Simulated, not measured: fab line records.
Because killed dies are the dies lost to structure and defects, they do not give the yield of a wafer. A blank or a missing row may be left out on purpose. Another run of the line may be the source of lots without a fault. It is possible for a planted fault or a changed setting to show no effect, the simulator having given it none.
What tool caused it?	flow nand_harc	11 lots, 33 wafers sampled, at 4 steps of a route of 1159

## WHAT THE GAUGES READ, wafer by wafer
NHARC_P_M1_OVL_MEAS_10: pitch 260 nm.
lot	measured	on	overlay_x_nm (nm)
L076	day 6 17:35	overlay-01	0.3 0.2 0.5
L079	day 7 01:54	overlay-02	-0.2 -0.2 -0.8
L081	day 7 17:22	overlay-02	-0.5 -0.4 0.2
L080	day 7 18:10	overlay-01	0.3 -0.3 0.0
L084	day 8 06:27	overlay-02	0.7 1.1 0.1
L085	day 9 06:41	overlay-01	-1.1 -1.8 -1.6
L089	day 10 01:09	overlay-01	-1.3 -0.9 -1.1
L091	day 10 09:17	overlay-01	-0.6 -0.3 -0.7
L092	day 10 11:50	overlay-01	-1.7 -2.1 -1.3
L094	day 11 07:55	overlay-01	-0.1 -0.1 0.1
L097	day 11 18:40	overlay-02	-0.5 -0.6 -0.3

## EACH LOT AND THE TOOL THAT RAN IT (in order: tool; ch and the chambers of the sampled wafers; start)
lot	NHARC_P_CONTACT_ETCH_35	NHARC_P_CONTACT_DEGAS_38	NHARC_P_CONTACT_PVD_32
L076	rie_diel-11 ch 0,1,3, day 6 08:11	pvd_sputter-02, day 6 09:41	pvd_sputter-02, day 6 17:35 or earlier
L079	rie_diel-11 ch 0,1,2, day 6 14:36	pvd_sputter-03, day 6 16:08	pvd_sputter-03, day 7 01:54 or earlier
L081	rie_diel-11 ch 0,1,3, day 7 08:40	pvd_sputter-03, day 7 10:13	pvd_sputter-03, day 7 17:22 or earlier
L080	rie_diel-11 ch 0,1,2, day 7 09:38	pvd_sputter-03, day 7 11:08	pvd_sputter-03, day 7 18:10 or earlier
L084	rie_diel-01 ch 1,2, day 7 20:52	pvd_sputter-02, day 7 22:25	pvd_sputter-02, day 8 06:27 or earlier
L085	rie_diel-01 ch 1,2, day 8 21:45	pvd_sputter-01, day 8 23:33	pvd_sputter-01, day 9 06:41 or earlier
L089	rie_diel-11 ch 1,2, day 9 08:41	pvd_sputter-01, day 9 10:12	pvd_sputter-01, day 10 01:09 or earlier
L091	rie_diel-11 ch 0,1,3, day 9 21:56	pvd_sputter-03, day 9 23:29	pvd_sputter-03, day 10 09:17 or earlier
L092	rie_diel-11 ch 1,3, day 10 03:53	pvd_sputter-03, day 10 05:24	pvd_sputter-03, day 10 11:50 or earlier
L094	rie_diel-11 ch 0,2,3, day 10 20:53	pvd_sputter-02, day 10 22:34	pvd_sputter-02, day 11 07:55 or earlier
L097	rie_diel-01 ch 0,1, day 11 04:02	pvd_sputter-03, day 11 05:55	pvd_sputter-03, day 11 18:40 or earlier
- NHARC_P_CONTACT_ETCH_35: etches the open film in CF4, target depth 39 nm, time 65 s.
- NHARC_P_CONTACT_DEGAS_38: time 60 s.
- NHARC_P_CONTACT_PVD_32: deposits Ti, target thk 5 nm, time 17.7 s.

## THE ANSWER, worked out from the rows above alone
Rule: the usual values come from the lots themselves. The widest of any qualifying gaps counts: lots, ordered by their means at a reading, are off when they make up no more than a third of the lots, leave a main group of 4 or more, and stand apart from it by 3 or more times the standard deviation of that group's means. If all means in a main group match to the digits the tables above print for the reading, that group is not used. Also off: a lot with no number at a reading for which 4 or more lots have one. Where the step has rows for the other lots, those lots are counted as sound.
No lot is off at any reading shown: from this, nothing can be told.

## WHAT THE SIMULATOR PUT IN
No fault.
